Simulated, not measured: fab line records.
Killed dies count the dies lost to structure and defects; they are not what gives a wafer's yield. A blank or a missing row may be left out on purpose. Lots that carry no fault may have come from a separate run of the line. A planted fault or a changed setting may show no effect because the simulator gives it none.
8D (eight disciplines) problem report, filled in by code | flow n5Finfet | the parts of the form that need people (team, actions taken, sign-off) are left out

1. PROBLEM STATEMENT
Mean of cdNm at N5_BEOL_M14_CD_MEAS_28: 297.8 nm over 3 wafers from 1 lot, against 285.4 nm (standard deviation 1.6) on wafers with no fault. That puts it +7.7 standard deviations away from the usual mean.
The step: target cd 284.4 nm.
First observed at day 12 22:41: wafer L508.2, on cdSem-03. The record holds 30 wafers of 10 lots with a number at this step. Rule for "out", or "out of limits": more than 4 standard deviations from the usual mean. All remaining wafers that have a number are taken as sound.

2. WHAT IT IS; WHAT IT IS NOT
question                    | is                     | is not
which readings at this step | cdNm                   | -
which lots                  | L508                   | L502, L503, L504, L510, L513, L516, L521, L522, L523
which wafers of those lots  | all that have a number | -
read on which gauges        | cdSem-03               | cdSem-01, cdSem-02
when                        | from day 12 22:41      | up to then (9 sound wafers); but 18 sound wafers of L510, L513, L516, L521, L522, L523 came after

3. SUSPECTS, AND WHAT RULES EACH OUT
Counting: a tool stays on the suspect list if, at a process step up to the reading, it processed all lots that are out and no sound lot following the first of them.
- the gauge at N5_BEOL_M14_CD_MEAS_28 is ruled out. All the wafers that are out were read on cdSem-03, but those of them that N5_BEOL_M14_EXPOSE_25 has rows for are out there too, on other tools.
- krfScanner-02 at N5_BEOL_M14_EXPOSE_25 (exposes mask M14, target cd 280 nm): kept. It ran the lot that is out, L508 (day 12 22:31), and no sound lot after that; its last sound lot up to then is L503 (day 12 01:21). Out on those wafers are its own readings of exposureDoseMJCm2.
Left after counting: krfScanner-02 at N5_BEOL_M14_EXPOSE_25.

4. THE CAUSE (what the simulator had put in)
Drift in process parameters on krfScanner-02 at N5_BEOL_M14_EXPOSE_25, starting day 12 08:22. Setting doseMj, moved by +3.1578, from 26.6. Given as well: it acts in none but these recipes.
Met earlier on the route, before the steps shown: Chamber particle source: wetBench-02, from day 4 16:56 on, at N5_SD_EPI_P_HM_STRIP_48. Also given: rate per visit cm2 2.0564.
After counting, this tool was the only one left.

5. SEQUENCE OF EFFECTS, ordered by route
Rows list readings where the struck wafers' mean (over those with a number) sits beyond 3 standard deviations from the usual. Scope: only readings with a usual standard deviation given in the record; hours: median across lots of the time from each lot's start at the first step in this table that gives one to its start at this step; sigmas: change in usual standard deviations.
hours | step                    | reading             | usual    | on struck wafers | change | sigmas
0     | N5_BEOL_M14_EXPOSE_25   | exposureDoseMJCm2   | 26.569   | 28.604           | +2.035 | +78
0     | N5_BEOL_M14_CD_MEAS_28  | cdNm                | 285.4 nm | 297.8            | +12.4  | +7.7
29    | N5_PASSIVATION_PROBE_49 | defectLimitedYield  | 91.4 %   | 79.9             | -11.5  | -7.6
29    | N5_PASSIVATION_PROBE_49 | killedAtFrontEnd    | 40       | 188              | +148   | +11
29    | N5_PASSIVATION_PROBE_49 | killedDies          | 102      | 237              | +135   | +7.9
29    | N5_PASSIVATION_PROBE_49 | sort_bin_5_function | 5.1 %    | 12.2             | +7.1   | +7.4
29    | N5_PASSIVATION_PROBE_49 | sortNPass           | 1078     | 943              | -135   | -7.5
29    | N5_PASSIVATION_PROBE_49 | sortYieldPct        | 91.3 %   | 79.9             | -11.4  | -7.6
Here are the process steps it includes:
- N5_BEOL_M14_EXPOSE_25: exposes mask M14, target cd 280 nm.
- N5_PASSIVATION_PROBE_49

6. HOW IT WOULD HAVE BEEN CAUGHT EARLIER
Counted from the fault's start at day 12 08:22, it took 14 hours until the first out-of-limits reading at a measuring or inspecting step in this record, taken at day 12 22:41.
The tool's own readings at N5_BEOL_M14_EXPOSE_25 were out on every struck wafer that the step has a row for (exposureDoseMJCm2): an alarm limit on them would have fired on the first of those.
By day 12 22:41, every lot that is out (1) had started N5_BEOL_M14_EXPOSE_25 on krfScanner-02. None of them would have been spared by holding the tool at that moment.
